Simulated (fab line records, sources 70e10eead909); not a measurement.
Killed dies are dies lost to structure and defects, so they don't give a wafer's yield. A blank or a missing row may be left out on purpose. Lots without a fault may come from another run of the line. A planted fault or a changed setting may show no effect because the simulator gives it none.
Chamber matching | flow nand_harc | NHARC_A_STAIRCASE_TRIM_187 on rie_diel-08: 4 sister chambers
The step chemistry O2, time 211.2 s. 8 wafers are shown with their chamber, then 8 later ones without.

WAFERS WITH THEIR CHAMBER
wafer  | chamber | showerhead_plenum_p_Torr (Torr) | oes_product_au (a.u.)
L082.6 | 2       | 3.62                            | 1.008
L083.1 | 1       | 3.40                            | 1.001
L083.4 | 2       | 3.61                            | 1.002
L083.5 | 0       | 3.28                            | 0.988
L087.1 | 3       | 3.65                            | 1.002
L087.5 | 0       | 3.28                            | 0.988
L087.6 | 3       | 3.65                            | 1.000
L086.1 | 1       | 3.40                            | 1.007

WAFERS WITHOUT THEIR CHAMBER
wafer  | showerhead_plenum_p_Torr (Torr) | oes_product_au (a.u.)
L086.3 | 3.61                            | 1.006
L086.4 | 3.65                            | 1.001
L092.2 | 3.27                            | 0.982
L092.3 | 3.39                            | 1.011
L092.5 | 3.27                            | 0.995
L094.2 | 3.81                            | 1.006
L094.3 | 3.64                            | 0.989
L094.5 | 3.39                            | 1.001

WHICH CHAMBER EACH WENT THROUGH
wafer  | from the rows above | in truth
L086.3 | 2                   | 2
L086.4 | 3                   | 3
L092.2 | 0                   | 0
L092.3 | 1                   | 1
L092.5 | 0                   | 0
L094.2 | 3                   | 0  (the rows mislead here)
L094.3 | 3                   | 3
L094.5 | 1                   | 1
Placed correctly: 7 of 8. Can't be placed from these rows: 0. Placed wrongly: 1.
How it was worked out, from the rows above alone: a wafer's distance from a chamber is the root of the sum, over the readings, of the square of ((its reading less the chamber's mean) divided by the reading's scatter). The wafer belongs to the nearest chamber; if the next one is less than 2 further off, it can't be placed. A chamber's mean is the mean of its shown wafers. The scatter: the root of (the sum of the squares of (reading less its chamber's mean) over the shown wafers, divided by (wafers less chambers)).
